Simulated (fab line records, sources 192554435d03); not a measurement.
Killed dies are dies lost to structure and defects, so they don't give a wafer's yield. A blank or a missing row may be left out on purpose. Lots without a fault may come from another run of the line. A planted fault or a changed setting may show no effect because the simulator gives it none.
Which tool did it? | flow n5_finfet | 24 lots, 72 wafers sampled, at 3 steps of a route of 1938

WHAT THE GAUGES READ, wafer by wafer
N5_BEOL_M5_CD_MEAS_18: pitch 56 nm, target cd 28 nm.
lot  | measured     | on        | cd_nm (nm)
L074 | day 7 23:37  | cd_sem-03 | 28.0 28.6 28.0
L075 | day 8 01:46  | cd_sem-01 | 28.0 27.6 27.9
L077 | day 9 00:41  | cd_sem-01 | 28.4 28.0 27.8
L076 | day 9 12:02  | cd_sem-02 | 27.4 28.1 27.8
L078 | day 9 18:24  | cd_sem-03 | 28.2 28.3 28.1
L079 | day 10 04:50 | cd_sem-01 | 27.9 28.0 27.4
L080 | day 10 15:27 | cd_sem-01 | 28.2 28.6 28.2
L082 | day 10 17:25 | cd_sem-03 | 28.2 28.1 27.4
L081 | day 10 19:31 | cd_sem-01 | 28.3 27.9 28.4
L083 | day 10 23:39 | cd_sem-02 | 28.3 27.8 28.1
L084 | day 11 06:29 | cd_sem-03 | 27.7 28.5 28.9
L086 | day 11 13:25 | cd_sem-02 | 27.3 27.4 27.7
L085 | day 11 15:02 | cd_sem-01 | 27.9 28.0 27.5
L088 | day 11 20:23 | cd_sem-02 | 27.9 27.9 28.5
L087 | day 12 03:21 | cd_sem-01 | 28.4 28.8 28.2
L090 | day 12 06:34 | cd_sem-01 | 27.5 27.7 28.0
L089 | day 12 15:07 | cd_sem-02 | 28.4 28.6 28.1
L091 | day 12 23:25 | cd_sem-03 | 28.2 27.9 28.0
L092 | day 13 02:10 | cd_sem-03 | 27.5 28.9 27.6
L093 | day 13 09:25 | cd_sem-03 | 28.2 28.0 28.5
L094 | day 13 14:29 | cd_sem-03 | 27.3 28.3 28.0
L095 | day 14 08:17 | cd_sem-01 | 28.8 28.4 29.0
L096 | day 14 09:45 | cd_sem-02 | 29.1 27.9 27.9
L097 | day 14 10:23 | cd_sem-03 | 27.4 27.7 28.1

N5_BEOL_M5_CD_MEAS_28: target cd 30.6 nm, target cd y 20 nm.
lot  | measured     | on        | cd_nm (nm)
L074 | day 8 00:25  | cd_sem-01 | 30.77 30.75 30.45
L075 | day 8 08:59  | cd_sem-01 | 30.49 30.63 30.65
L077 | day 9 01:23  | cd_sem-02 | 30.25 30.51 30.23
L076 | day 9 12:55  | cd_sem-01 | 30.15 30.40 30.76
L078 | day 9 20:01  | cd_sem-01 | 30.66 30.67 30.84
L079 | day 10 06:59 | cd_sem-02 | 30.49 30.21 30.34
L080 | day 10 15:46 | cd_sem-03 | 30.42 30.88 30.60
L082 | day 10 17:51 | cd_sem-03 | 30.65 30.39 30.50
L081 | day 10 22:02 | cd_sem-03 | 30.47 30.63 30.82
L083 | day 11 04:42 | cd_sem-01 | 30.36 30.63 30.49
L084 | day 11 07:56 | cd_sem-02 | 30.61 31.05 30.70
L086 | day 11 13:59 | cd_sem-02 | 31.03 31.09 30.87
L085 | day 11 15:23 | cd_sem-01 | 30.67 31.04 30.70
L088 | day 11 20:56 | cd_sem-03 | 30.28 30.37 30.35
L087 | day 12 04:10 | cd_sem-01 | 30.53 30.61 30.76
L090 | day 12 09:41 | cd_sem-01 | 30.88 30.39 30.53
L089 | day 12 16:01 | cd_sem-03 | 30.85 30.61 30.51
L091 | day 12 23:53 | cd_sem-03 | 30.79 31.00 30.56
L092 | day 13 03:25 | cd_sem-03 | 30.46 30.90 30.36
L093 | day 13 12:19 | cd_sem-03 | 30.67 30.58 30.68
L094 | day 13 17:42 | cd_sem-01 | 30.94 30.77 30.75
L095 | day 14 08:37 | cd_sem-03 | 30.82 30.62 30.28
L096 | day 14 11:01 | cd_sem-02 | 30.54 30.55 30.66
L097 | day 14 10:50 | cd_sem-03 | 30.68 30.92 30.56

N5_BEOL_M5_OVL_MEAS_29.
lot  | measured     | on         | V4_OVL (nm)
L074 | day 8 00:27  | overlay-02 | 0.1 -1.2 0.3
L075 | day 8 09:02  | overlay-01 | 2.1 1.0 1.4
L077 | day 9 01:26  | overlay-01 | -0.1 1.1 0.6
L076 | day 9 12:58  | overlay-02 | 1.8 -0.4 1.5
L078 | day 9 20:03  | overlay-02 | 0.9 2.0 2.6
L079 | day 10 07:01 | overlay-01 | 0.8 0.3 -0.3
L080 | day 10 15:47 | overlay-01 | -0.4 -0.1 0.3
L082 | day 10 17:53 | overlay-02 | 0.8 0.9 1.1
L081 | day 10 22:04 | overlay-01 | 0.4 0.4 0.8
L083 | day 11 04:44 | overlay-01 | 0.3 1.0 0.4
L084 | day 11 07:58 | overlay-02 | 0.2 0.9 0.8
L086 | day 11 14:02 | overlay-02 | 0.9 0.2 1.8
L085 | day 11 15:25 | overlay-02 | 1.1 0.9 1.3
L088 | day 11 20:59 | overlay-01 | 1.0 0.9 2.2
L087 | day 12 04:13 | overlay-01 | -1.3 0.5 0.0
L090 | day 12 09:43 | overlay-02 | 0.3 0.3 1.7
L089 | day 12 16:02 | overlay-01 | 1.2 2.8 2.3
L091 | day 12 23:56 | overlay-01 | 1.4 0.7 0.2
L092 | day 13 03:28 | overlay-02 | 0.6 0.9 -0.1
L093 | day 13 12:22 | overlay-02 | 0.2 0.8 0.5
L094 | day 13 17:44 | overlay-02 | -0.2 -0.6 0.4
L095 | day 14 08:38 | overlay-01 | 0.6 0.7 1.3
L096 | day 14 11:03 | overlay-01 | 0.5 1.2 1.3
L097 | day 14 10:52 | overlay-01 | 1.1 0.3 1.5

WHICH TOOL RAN EACH LOT (tool, then ch and the chambers of the sampled wafers, then the start)
The record holds no process step before these readings.

WHAT THE TOOLS THEMSELVES READ (means of the sampled wafers that have a number; where no wafer has one, the mark that the record gives instead)
The record holds no such reading with a usual standard deviation.

THE ANSWER, worked out from the rows above alone
Rule: what is usual is taken from the lots themselves. Put in order of their means at a reading, lots are off if they are a third of the lots or fewer, leave a main group of 4 or more, and stand apart from it by a gap of 3 or more times the standard deviation of the main group's means; of several such gaps the widest counts. A main group whose means are all the same, to the digits that the tables above print for the reading, isn't used. A lot without any number at a reading at which 4 lots or more have one is off too. The other lots that the step has rows for count as sound. The gauges are gone through in route order, then the tools' own readings, and for those a lot's mean is taken as printed above. The first step at which some lot is off is used, and at that step the reading that is off furthest; a lot without a number counts as furthest.
No lot is off at any reading shown: from this, nothing can be told.

WHAT THE SIMULATOR HAD PUT IN
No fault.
